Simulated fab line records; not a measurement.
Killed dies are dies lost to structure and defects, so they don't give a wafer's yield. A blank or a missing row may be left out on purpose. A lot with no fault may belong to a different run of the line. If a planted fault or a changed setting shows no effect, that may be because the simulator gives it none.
fab line records | flow n5-finfet
record: lots: 7 wafers: 21 last-day: 19
route steps=1938 shown BEOL_M14@1718 PASSIVATION@1936
lots that met no fault: from a run of the same line without faults
start-h: the number of hours between the record's first day and the start of the first shown wafer of the lot | wait-h: how many hours have passed since the lot's step before this one | " as in the row above | L1.1+2: a row that stands for several wafers | - no value, or no start was given | * or withheld: withheld | < > ~ a bound
route shown NAME@n: a module of which the file shows steps, and the number in the route of the first | usual: average and standard deviation across the fault-free wafers | same: alike in all rows | chamber/n: place in a boat | sites: the reading at each site | _std_site: standard deviation across them | _edge_site: inner sites' mean taken away from outer sites' mean | radius-mm: for every site, how far away it sits from the centre of the wafer | mask NAME#n: copy n | behind: tool/chamber where the wafer was last shaped | hold: why the lot went on hold/how many hours it stayed there/how the hold came to an end | device: the n, p or np transistor that did not switch | end of line: the same wafers' tests at the end of the route | where a step has no rows: the recipe by itself | killed: dies lost to structure and defects at the first sort, not the wafer's yield | map: the dies of a wafer, with x for killed, . for not killed, _ for no die there
set.NAME: the setting the step ran with; set.NAME@STEP: the setting that earlier step ran with | model.NAME: the simulator's own value behind a step, which no gauge read
lots at some steps of the route; a table a step, a row a wafer
services: from which hour (start-h, from the record's first day; less than 0 if before it) a tool's chamber was out of use, for how many hours, and why
== steps ==
step: N5_BEOL_M14_COAT_58
recipe: resist: BARC temp-c: 205 time-s: 60 spin-rpm: 1500 resist-thk-nm: 89
step: N5_BEOL_M14_COAT_04
recipe: spin-rpm: 1704 resist-thk-nm: 800
step: N5_BEOL_M14_EBR_06
recipe: solvent: PGMEA ebr-width-mm: 1.5
step: N5_BEOL_M14_SOFTBAKE_05
recipe: temp-c: 130 time-s: 60
step: N5_BEOL_M14_EXPOSE_07
recipe: mask-id: V13 na: 0.8 source-shape: annular sigma-inner: 0.5 sigma-outer: 0.8 polarization: unpolarized attpsm-phase-deg: 180 dose-mj: 57
step: N5_BEOL_M14_PEB_08
recipe: peb-temp-c: 130 peb-time-s: 90
step: N5_BEOL_M14_DEVELOP_09
recipe: develop-time-s: 45 rinse-liquid: diw dry: air-spin dev-temp-c: 21
step: N5_BEOL_M14_HARDBAKE_14
recipe: temp-c: 130 time-s: 120
step: N5_BEOL_M14_CD_MEAS_10
recipe: target-cd-nm: 250 landing-energy-ev: 500 detector: se-inlens polarity: opening
usual: cd-nm: 249.8/2.1
same: landing-energy-ev: 500
columns lot.wafer tool chamber start-h wait-h cd-nm
L700.1 cd-sem-03 0 264.05 - 250.8
L700.3 " 0 " " 247.6
L700.4 " 0 " " 252.4
L704.2 cd-sem-03 0 360.37 - 247.8
L704.3 " 0 " " 251.4
L704.5 " 0 " " 248.7
L711.1 cd-sem-02 0 394.54 - 251.8
L711.3 " 0 " " 253.8
L711.5 " 0 " " 252.2
L717.2 cd-sem-03 0 418.86 - 249.2
L717.5 " 0 " " 250.2
L717.6 " 0 " " 246.5
L720.3 cd-sem-03 0 425.22 - 250.9
L720.4 " 0 " " 252.5
L720.6 " 0 " " 249.3
L718.2 cd-sem-01 0 430.28 - 253.3
L718.3 " 0 " " 249.3
L718.5 " 0 " " 251.3
L723.4 cd-sem-03 0 438.20 - 246.0
L723.5 " 0 " " 250.9
L723.6 " 0 " " 247.2
step: N5_BEOL_M14_OVL_MEAS_11
recipe: points-per-wafer: 44
usual: V13_OVL: 1/5.3
columns lot.wafer tool chamber start-h wait-h V13_OVL[nm]
L700.1 overlay-02 0 264.08 0.0 -13
L700.3 " 0 " " -2
L700.4 " 0 " " -6
L704.2 overlay-01 0 360.40 0.0 -4
L704.3 " 0 " " -3
L704.5 " 0 " " 7
L711.1 overlay-02 0 394.57 0.0 2
L711.3 " 0 " " -7
L711.5 " 0 " " -5
L717.2 overlay-02 0 418.89 0.0 1
L717.5 " 0 " " 2
L717.6 " 0 " " 3
L720.3 overlay-01 0 425.25 0.0 5
L720.4 " 0 " " 5
L720.6 " 0 " " 0
L718.2 overlay-02 0 430.31 0.0 4
L718.3 " 0 " " 1
L718.5 " 0 " " 9
L723.4 overlay-01 0 438.23 0.0 5
L723.5 " 0 " " -1
L723.6 " 0 " " 0
step: N5_BEOL_M14_INSPECT_12
recipe: mode: adi inspect-instrument: macro
usual: raw-defect-count: 2.0/1.4
columns lot.wafer tool chamber start-h wait-h raw-defect-count
L700.1 defect-inspect-01 - 264.11 0.0 2
L700.3 " - " " 1
L700.4 " - " " 4
L704.2 defect-inspect-01 - 360.43 0.0 2
L704.3 " - " " 1
L704.5 " - " " 0
L711.1 defect-inspect-01 - 394.59 0.0 6
L711.3 " - " " 0
L711.5 " - " " 4
L717.2 defect-inspect-01 - 418.92 0.0 2
L717.5 " - " " 3
L717.6 " - " " 1
L720.3 defect-inspect-02 - 425.28 0.0 3
L720.4 " - " " 0
L720.6 " - " " 1
L718.2 defect-inspect-01 - 430.33 0.0 1
L718.3 " - " " 1
L718.5 " - " " 1
L723.4 defect-inspect-02 - 438.25 0.0 1
L723.5 " - " " 4
L723.6 " - " " 1
step: N5_BEOL_M14_DESCUM_15
recipe: chemistry: O2 time-s: 7.9 source-power-w: 50 bias-power-w: 20 pressure-mtorr: 20 rf-frequency-hz: 2.712e+07 temp-c: 40 o2-flow-sccm: 225
usual: drypump-motor-current-A: 5.7/0.45 oes-product-au: 0.80/0.076 rf-fwd-power-W: 49.37/0.23 rf-vpp-V: 243.2/1.5 showerhead-plenum-p-Torr: 2.10/0.073 throttle-valve-pct: 20.38/0.27
columns lot.wafer tool chamber start-h wait-h drypump-motor-current-A oes-product-au rf-fwd-power-W rf-hours-counter-h rf-vpp-V showerhead-plenum-p-Torr throttle-valve-pct
L700.1 rie-diel-01 3 264.14 0.0 5.8 0.80 49.06 87 245.7 2.11 20.02
L700.3 " 1 " " 6.3 0.76 49.53 133 244.0 2.21 20.56
L700.4 " 0 " " 5.8 0.68 49.85 243 241.8 2.06 20.38
L704.2 rie-diel-04 1 360.46 0.0 5.3 0.88 49.42 37 244.9 2.22 20.23
L704.3 " 0 " " 6.0 0.83 49.32 87 243.0 2.10 20.54
L704.5 " 2 " " 5.4 0.81 49.06 - 242.0 2.01 20.43
L711.1 rie-diel-01 3 394.62 0.0 5.8 0.77 49.37 130 243.3 2.10 20.08
L711.3 " 1 " " 6.3 0.72 49.66 171 244.9 2.19 20.60
L711.5 " 3 " " 5.8 0.77 49.40 - 242.7 2.10 20.07
L717.2 rie-diel-03 0 418.95 0.0 4.7 0.70 49.28 235 241.6 1.99 20.82
L717.5 " 0 " " 4.7 0.70 49.04 - 240.9 1.99 20.81
L717.6 " 3 " " 5.9 0.68 49.63 - 243.3 2.07 20.84
L720.3 rie-diel-04 1 425.31 0.0 5.3 0.82 49.29 64 244.7 2.21 20.29
L720.4 " 0 " " 6.0 0.78 49.50 107 242.4 2.10 20.59
L720.6 " 0 " " 6.0 0.80 49.45 - 243.0 2.10 20.60
L718.2 rie-diel-04 0 430.40 0.1 6.0 0.79 49.59 110 243.2 2.09 20.59
L718.3 " 1 " " 5.3 0.82 49.15 68 245.6 2.21 20.28
L718.5 " 0 " " 6.0 0.79 49.47 - 243.5 2.10 20.59
L723.4 rie-diel-04 0 438.65 0.4 6.0 0.79 49.53 114 242.7 2.09 20.61
L723.5 " 2 " " 5.3 0.77 48.78 - 242.0 2.00 20.47
L723.6 " 1 " " 5.3 0.81 49.54 - 246.0 2.21 20.27
step: N5_BEOL_M14_ETCH_59
recipe: chemistry: N2/H2 target: BARC target-depth-a: 890 overetch-a: 267 time-s: 67.9 ion-energy-ev: 200 pressure-mtorr: 30 source-w: 840 bias-w: 150 n2-flow-sccm: 200 h2-flow-sccm: 200
usual: bias-w: 150.0/0.47 chamber-pressure-mTorr: 30.001/0.026 drypump-motor-current-A: 5.7/0.45 n2-flow-sccm: 200.0/0.59 oes-product-au: 0.68/0.062 rf-fwd-power-W: 833/3.4 rf-vpp-V: 524.3/2.6 showerhead-plenum-p-Torr: 2.55/0.087 throttle-valve-pct: 17.8/0.31
columns lot.wafer tool chamber start-h wait-h bias-w chamber-pressure-mTorr drypump-motor-current-A n2-flow-sccm oes-product-au rf-fwd-power-W rf-hours-counter-h rf-vpp-V showerhead-plenum-p-Torr throttle-valve-pct model.coat_of_BEOL_M14_COAT_04.thk-nm
L700.1 rie-diel-01 3 264.18 0.0 150.2 30.007 5.9 199.3 0.69 830 87 524.1 2.56 17.5 713.6
L700.3 " 1 " " 149.9 29.967 6.3 200.0 0.66 836 133 527.5 2.66 18.0 719.6
L700.4 " 0 " " 150.2 29.994 5.8 200.6 0.60 836 243 522.4 2.49 17.8 722
L704.2 rie-diel-04 1 360.49 0.0 149.4 30.025 5.3 199.2 0.73 832 37 528.0 2.67 17.5 717.6
L704.3 " 0 " " 149.7 29.981 6.0 200.5 0.70 839 87 523.8 2.57 18.1 713.4
L704.5 " 2 " " 150.5 30.005 5.4 199.5 0.68 830 - 523.2 2.45 17.9 719.6
L711.1 rie-diel-01 3 394.66 0.0 149.9 30.066 5.8 199.4 0.65 832 130 523.4 2.54 17.5 718.2
L711.3 " 1 " " 149.0 30.020 6.3 202.0 0.63 833 171 526.4 2.65 18.0 718.8
L711.5 " 3 " " 149.2 29.963 5.8 199.3 0.65 830 - 525.0 2.54 17.6 720
L717.2 rie-diel-03 0 418.99 0.0 - - - - - - - - - - 785.6
L717.5 " 0 " " - - - - - - - - - - 783.8
L717.6 " 3 " " - - - - - - - - - - 784.6
L720.3 rie-diel-04 1 425.34 0.0 - - - - - - - - - - 789.2
L720.4 " 0 " " - - - - - - - - - - 788.8
L720.6 " 0 " " - - - - - - - - - - 789.8
L718.2 rie-diel-04 0 430.43 0.0 - - - - - - - - - - 782.2
L718.3 " 1 " " - - - - - - - - - - 782.8
L718.5 " 0 " " - - - - - - - - - - 784.4
L723.4 rie-diel-04 0 438.69 0.0 149.6 30.030 6.1 200.5 0.67 831 114 525.0 2.56 18.1 714.4
L723.5 " 2 " " 149.6 29.991 5.4 199.9 0.66 829 - 520.0 2.44 18.0 717.2
L723.6 " 1 " " 149.7 29.992 5.3 199.3 0.69 833 - 528.6 2.66 17.6 715.8
step: N5_BEOL_M14_VIA_ETCH_16
recipe: chemistry: C4F8/O2/Ar target: SiO2 he-inner-torr: 15 he-outer-torr: 30 target-depth-a: 12313 time-s: withheld ion-energy-ev: 800 pressure-mtorr: 20 source-w: 1905 bias-w: 2040 Ar_flow_sccm: 400 C4F8_flow_sccm: 16 O2_flow_sccm: 12 ends: cleared
usual: C4F8_flow_sccm: 15.99/0.048 O2_flow_sccm: 12.00/0.036 drypump-motor-current-A: 5.7/0.45 oes-product-au: 0.72/0.067 rf-fwd-power-W: 1899/5.9 rf-vpp-V: 2243/24 showerhead-plenum-p-Torr: 3.46/0.11 throttle-valve-pct: 30.85/0.29
columns lot.wafer tool chamber start-h wait-h C4F8_flow_sccm O2_flow_sccm drypump-motor-current-A oes-product-au rf-fwd-power-W rf-vpp-V showerhead-plenum-p-Torr throttle-valve-pct model.coat_of_BEOL_M14_COAT_04.thk-nm
L700.1 rie-diel-01 3 264.23 0.0 15.98 12.00 5.8 0.73 1902 2253 3.45 30.39 449.6
L700.3 " 1 " " 15.99 12.02 6.3 0.69 1903 2232 3.56 30.77 455.8
L700.4 " 0 " " 16.00 12.03 5.8 0.61 1902 2237 3.39 30.68 453
L704.2 rie-diel-04 1 360.55 0.0 15.91 12.06 5.3 0.77 1903 2270 3.64 30.81 450.4
L704.3 " 0 " " 16.06 11.98 6.0 0.75 1906 2260 3.49 31.33 445
L704.5 " 2 " " 16.06 11.97 5.4 0.73 1907 2263 3.33 31.00 459
L711.1 rie-diel-01 3 394.71 0.0 16.05 11.98 5.8 0.70 1896 2252 3.43 30.42 462
L711.3 " 1 " " 16.03 11.96 6.3 0.66 1909 2229 3.54 30.80 449.8
L711.5 " 3 " " 15.98 12.00 5.8 0.70 1894 2252 3.43 30.41 459.8
L717.2 rie-diel-03 0 419.04 0.0 15.97 12.01 4.8 0.64 1899 2183 3.25 30.96 514.6
L717.5 " 0 " " 15.99 12.03 4.8 0.63 1902 2184 3.25 30.97 509.6
L717.6 " 3 " " 16.01 12.05 6.0 0.61 1889 2216 3.39 31.24 511.2
L720.3 rie-diel-04 1 425.40 0.0 15.98 12.00 5.3 0.74 1903 2270 3.63 30.87 522
L720.4 " 0 " " 16.04 12.01 6.0 0.73 1898 2258 3.48 31.33 513.2
L720.6 " 0 " " 15.93 12.03 6.0 0.73 1896 2256 3.48 31.33 514.4
L718.2 rie-diel-04 0 430.49 0.0 16.00 12.04 6.0 0.73 1906 2260 3.47 31.32 515
L718.3 " 1 " " 15.91 11.96 5.3 0.73 1916 2270 3.63 30.86 514.4
L718.5 " 0 " " 15.99 12.10 6.0 0.72 1904 2257 3.47 31.34 508.4
L723.4 rie-diel-04 0 438.74 0.0 15.88 12.00 6.0 0.72 1904 2256 3.47 31.33 445.2
L723.5 " 2 " " 16.02 12.02 5.4 0.68 1898 2261 3.31 31.00 457.4
L723.6 " 1 " " 16.04 12.00 5.3 0.72 1900 2268 3.62 30.87 448.2
step: N5_BEOL_M14_STRIP_63
recipe: chemistry: O2 power-w: 600 temp-c: 60 pressure-mtorr: 30 rf-frequency-hz: 6e+07 bias-power-w: 0 overash-fraction: 0.3 o2-flow-sccm: 225
usual: drypump-motor-current-A: 5.7/0.45 oes-product-au: 0.80/0.076 rf-vpp-V: 3.6/0.89 showerhead-plenum-p-Torr: 2.11/0.073 throttle-valve-pct: 16.62/0.26
columns lot.wafer tool chamber start-h wait-h drypump-motor-current-A oes-product-au rf-hours-counter-h rf-vpp-V showerhead-plenum-p-Torr throttle-valve-pct
L700.1 rie-diel-01 3 - - 5.8 0.81 87 3.6 2.12 16.27
L700.3 " 1 " " 6.3 0.75 134 3.4 2.21 16.76
L700.4 " 0 " " 5.8 0.69 243 4.3 2.07 16.67
L704.2 rie-diel-04 1 - - 5.3 0.86 37 4.3 2.22 16.47
L704.3 " 0 " " 6.0 0.82 87 4.2 2.11 16.75
L704.5 " 2 " " 5.4 0.81 - 3.5 2.01 16.66
L711.1 rie-diel-01 3 - - 5.8 0.77 130 3.1 2.10 16.36
L711.3 " 1 " " 6.3 0.72 171 3.4 2.20 16.80
L711.5 " 3 " " 5.8 0.78 - 3.4 2.10 16.36
L717.2 rie-diel-03 0 - - 4.7 0.69 235 4.0 2.00 17.07
L717.5 " 0 " " 4.8 0.70 - 3.2 2.00 17.07
L717.6 " 3 " " 5.9 0.70 - 6.0 2.07 17.07
L720.3 rie-diel-04 1 - - 5.3 0.83 65 2.2 2.21 16.50
L720.4 " 0 " " 6.0 0.80 107 4.4 2.10 16.80
L720.6 " 0 " " 6.0 0.79 - 3.5 2.10 16.81
L718.2 rie-diel-04 0 - - 6.1 0.80 110 4.9 2.10 16.81
L718.3 " 1 " " 5.3 0.83 68 4.3 2.21 16.51
L718.5 " 0 " " 6.0 0.79 - 3.0 2.10 16.82
L723.4 rie-diel-04 0 - - 6.0 0.79 114 2.5 2.10 16.83
L723.5 " 2 " " 5.4 0.77 - 5.0 2.00 16.72
L723.6 " 1 " " 5.2 0.80 - 3.8 2.21 16.53
step: N5_PASSIVATION_PROBE_49
usual: defect-limited-yield: 91.4/1.2 killed_at_M0_to_M3: 34/9.1 killed_at_M4_up: 14/5.8 killed-at-contacts: 13/6 killed-at-front-end: 38/10 killed-at-other: 3.2/2.7 killed-dies: 102/14 killed-open: 68/11 killed-short: 32/7.2 sort_bin_5_function: 5.1/0.83 sort_bin_6_memory: 3.2/0.56 sort-n-pass: 1078/14 sort-yield-pct: 91.4/1.2
same: gross-dies: 1180 killed-at-back-side: 0 sort_bin_4_leakage[%]: 0 sort_bin_8_speed[%]: 0
columns lot.wafer tool chamber start-h wait-h defect-limited-yield[%] killed_at_M0_to_M3 killed_at_M4_up killed-at-contacts killed-at-front-end killed-at-other killed-dies killed-open killed-short sort_bin_5_function[%] sort_bin_6_memory[%] sort-n-pass sort-yield-pct[%]
L700.1 prober-01 - 291.05 0.0 91.9 31 4 6 51 4 96 54 41 5.2 2.7 1084 91.9
L700.3 prober-01 - 291.15 0.1 90.8 24 14 18 47 5 108 81 23 5.0 3.8 1072 90.8
L700.4 prober-01 - 291.20 0.2 90.8 42 17 7 40 2 108 65 40 4.2 4.6 1072 90.8
L704.2 prober-02 - 387.48 0.1 90.8 32 9 8 58 2 109 79 30 5.3 3.5 1071 90.8
L704.3 prober-02 - 387.53 0.1 92.7 31 5 16 31 3 86 63 22 4.2 3.0 1094 92.7
L704.5 prober-02 - 387.63 0.2 90.9 43 9 12 43 0 107 63 43 4.9 3.6 1073 90.9
L711.1 prober-01 - 419.43 0.0 89.9 38 30 13 36 2 119 93 25 6.0 4.0 1061 89.9
L711.3 prober-01 - 419.53 0.1 91.8 39 18 12 28 0 97 74 23 4.7 3.2 1083 91.8
L711.5 prober-01 - 419.63 0.2 92.0 38 14 6 35 1 94 59 34 4.3 3.2 1086 92.0
L718.2 prober-01 - 453.55 0.1 90.8 44 8 11 41 4 108 74 33 5.3 3.6 1072 90.8
L718.3 prober-01 - 453.60 0.1 90.7 44 12 13 41 0 110 66 39 5.1 3.8 1070 90.7
L718.5 prober-01 - 453.70 0.2 90.5 33 18 21 38 2 112 73 35 5.8 3.0 1068 90.5
L723.4 prober-01 - 464.70 0.2 91.0 41 15 17 33 0 106 74 30 4.9 3.8 1074 91.0
L723.5 prober-01 - 464.75 0.2 90.3 37 16 23 36 3 115 74 38 5.1 4.2 1065 90.3
L723.6 prober-01 - 464.80 0.3 91.0 23 17 21 44 1 106 73 29 5.6 3.0 1074 91.0
killed by level:class
L700.1 STI_FIN_REVEAL:geometric-particle:open=12 BEOL_M0_SAQP:geometric-particle:short=10 BEOL_M3:geometric-particle:open=9 FIN_SAQP:geometric-particle:open=8 FIN_SAQP:geometric-particle:short=8 BEOL_M0_SAQP:geometric-particle:open=7 STI_FIN_REVEAL:geometric-particle:short=4 ILD0:geometric-particle:short=4
L700.3 STI_FIN_REVEAL:geometric-particle:open=23 MOL_CONTACT_COAG:geometric-particle:open=17 FIN_SAQP:geometric-particle:open=9 BEOL_M0_SAQP:geometric-particle:open=5 BEOL_M2:geometric-particle:open=5 BEOL_M3:geometric-particle:open=4 GATE_CUT:geometric-particle:short=3 BEOL_M0:geometric-particle:short=3
L700.4 BEOL_M0_SAQP:geometric-particle:short=15 FIN_SAQP:geometric-particle:short=12 BEOL_M0_SAQP:geometric-particle:open=12 FIN_SAQP:geometric-particle:open=8 MOL_CONTACT_COAG:geometric-particle:open=7 STI_FIN_REVEAL:geometric-particle:open=6 BEOL_M1:geometric-particle:open=6 BEOL_M0:geometric-particle:open=4
L704.2 FIN_SAQP:geometric-particle:open=16 FIN_SAQP:geometric-particle:short=13 STI_FIN_REVEAL:geometric-particle:open=11 MOL_CONTACT_COAG:geometric-particle:open=7 BEOL_M0_SAQP:geometric-particle:short=6 BEOL_M0:geometric-particle:open=6 BEOL_M2:geometric-particle:open=6 GATE_CUT:geometric-particle:open=5
L704.3 MOL_CONTACT_COAG:geometric-particle:open=14 BEOL_M0_SAQP:geometric-particle:open=13 STI_FIN_REVEAL:geometric-particle:open=8 BEOL_M3:geometric-particle:open=8 FIN_SAQP:geometric-particle:short=6 FIN_SAQP:geometric-particle:open=4 BEOL_M0_SAQP:geometric-particle:short=4 BEOL_M2:geometric-particle:open=3
L704.5 BEOL_M0_SAQP:geometric-particle:open=13 BEOL_M0_SAQP:geometric-particle:short=10 FIN_SAQP:geometric-particle:short=9 MOL_CONTACT_COAG:geometric-particle:open=9 GATE_CUT:geometric-particle:short=6 BEOL_M2:geometric-particle:open=6 FIN_SAQP:geometric-particle:open=5 STI_FIN_REVEAL:geometric-particle:open=5
L711.1 BEOL_M2:geometric-particle:open=16 MOL_CONTACT_COAG:geometric-particle:open=13 BEOL_M5:geometric-particle:open=13 BEOL_M4:geometric-particle:open=8 STI_FIN_REVEAL:geometric-particle:open=7 DUMMY_GATE:geometric-particle:open=7 FIN_SAQP:geometric-particle:short=6 BEOL_M3:geometric-particle:open=6
L711.3 BEOL_M3:geometric-particle:open=14 MOL_CONTACT_COAG:geometric-particle:open=10 BEOL_M2:geometric-particle:open=9 BEOL_M4:geometric-particle:open=8 STI_FIN_REVEAL:geometric-particle:open=7 DUMMY_GATE:geometric-particle:open=6 BEOL_M0_SAQP:geometric-particle:open=6 GATE_CUT:geometric-particle:short=4
L711.5 BEOL_M0_SAQP:geometric-particle:open=9 FIN_SAQP:geometric-particle:open=8 BEOL_M2:geometric-particle:short=7 FIN_SAQP:geometric-particle:short=6 BEOL_M1:geometric-particle:open=6 STARTING-WAFER:geometric-particle:short=6 BEOL_M2:geometric-particle:open=5 GATE_CUT:geometric-particle:short=5
L718.2 BEOL_M1:geometric-particle:open=16 FIN_SAQP:geometric-particle:open=14 MOL_CONTACT_COAG:geometric-particle:open=8 FIN_SAQP:geometric-particle:short=7 BEOL_M0_SAQP:geometric-particle:short=6 BEOL_M0_SAQP:geometric-particle:open=5 BEOL_M3:geometric-particle:short=5 BEOL_M4:geometric-particle:open=5
L718.3 MOL_CONTACT_COAG:geometric-particle:open=12 FIN_SAQP:geometric-particle:open=11 BEOL_M0_SAQP:geometric-particle:short=9 BEOL_M1:geometric-particle:open=9 FIN_SAQP:geometric-particle:short=8 DUMMY_GATE:geometric-particle:open=7 BEOL_M2:geometric-particle:open=6 GATE_CUT:geometric-particle:short=5
L718.5 MOL_CONTACT_COAG:geometric-particle:open=19 FIN_SAQP:geometric-particle:open=10 BEOL_M4:geometric-particle:open=10 BEOL_M1:geometric-particle:open=9 FIN_SAQP:geometric-particle:short=8 BEOL_M0_SAQP:geometric-particle:open=8 GATE_CUT:geometric-particle:short=6 BEOL_M0_SAQP:geometric-particle:short=5
L723.4 MOL_CONTACT_COAG:geometric-particle:open=14 BEOL_M3:geometric-particle:open=10 BEOL_M2:geometric-particle:open=9 DUMMY_GATE:geometric-particle:open=7 BEOL_M4:geometric-particle:open=7 STI_FIN_REVEAL:geometric-particle:open=6 BEOL_M0_SAQP:geometric-particle:open=5 BEOL_M0_SAQP:geometric-particle:short=5
L723.5 MOL_CONTACT_COAG:geometric-particle:open=19 STI_FIN_REVEAL:geometric-particle:open=11 BEOL_M3:geometric-particle:open=10 BEOL_M0_SAQP:geometric-particle:short=9 BEOL_M4:geometric-particle:open=7 BEOL_M2:geometric-particle:open=6 DUMMY_GATE:geometric-particle:open=5 GATE_CUT:geometric-particle:short=5
L723.6 MOL_CONTACT_COAG:geometric-particle:open=17 STI_FIN_REVEAL:geometric-particle:open=12 BEOL_M4:geometric-particle:open=7 FIN_SAQP:geometric-particle:open=6 DUMMY_GATE:geometric-particle:open=6 BEOL_M3:geometric-particle:open=6 GATE_CUT:geometric-particle:short=4 MOL_CONTACT_COAG:geometric-particle:short=4
== services ==
columns tool chamber start-h hours kind
rie-diel-03 0 262.25 8.6 repair
rie-diel-03 1 269.17 19.3 repair
rie-diel-03 0 281.58 5.7 repair
rie-diel-04 0 290.12 2.4 repair
rie-diel-01 0 292.69 - clean
rie-diel-01 0 292.69 - consumable-replace:focus-ring
rie-diel-01 0 292.69 15.0 scheduled-down
rie-diel-01 0 292.69 15.0 vent-cycle
rie-diel-03 3 295.82 1.8 repair
rie-diel-03 1 306.78 12.7 repair
rie-diel-04 1 342.50 16.4 repair
rie-diel-04 3 358.97 - clean
rie-diel-04 3 358.97 - consumable-replace:focus-ring
rie-diel-01 2 362.94 8.1 repair
rie-diel-01 1 363.66 11.4 repair
rie-diel-04 0 387.03 10.7 repair
rie-diel-03 2 395.89 - clean
rie-diel-03 2 395.89 - consumable-replace:focus-ring
rie-diel-03 2 395.89 23.8 scheduled-down
rie-diel-03 2 395.89 23.8 vent-cycle
rie-diel-01 - 425.24 14.6 pm
rie-diel-03 3 433.03 - clean
rie-diel-03 3 433.03 - consumable-replace:focus-ring
rie-diel-03 3 433.03 14.9 scheduled-down
== key ==
first-sign: step: N5_BEOL_M14_ETCH_59 reading: tool-record direction: missing
effect none on later readings
model-effect: step: N5_BEOL_M14_ETCH_59 value: coat_of_BEOL_M14_COAT_04.thk-nm without: 720.6 struck: 785.7
model-effect: step: N5_BEOL_M14_VIA_ETCH_16 value: coat_of_BEOL_M14_COAT_04.thk-nm without: 448.6 struck: 513.6
met-at N5_BEOL_M14_ETCH_59
struck-wafers L717.2,L717.5,L717.6,L718.2,L718.3,L718.5,L720.3,L720.4,L720.6
onset-between 360.49 418.99
fault: kind: skipped-step-whole tool: rie-diel-03,rie-diel-04 chamber: - onset-h: 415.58 steps: N5_BEOL_M14_ETCH_59 scope: struck-lots-only
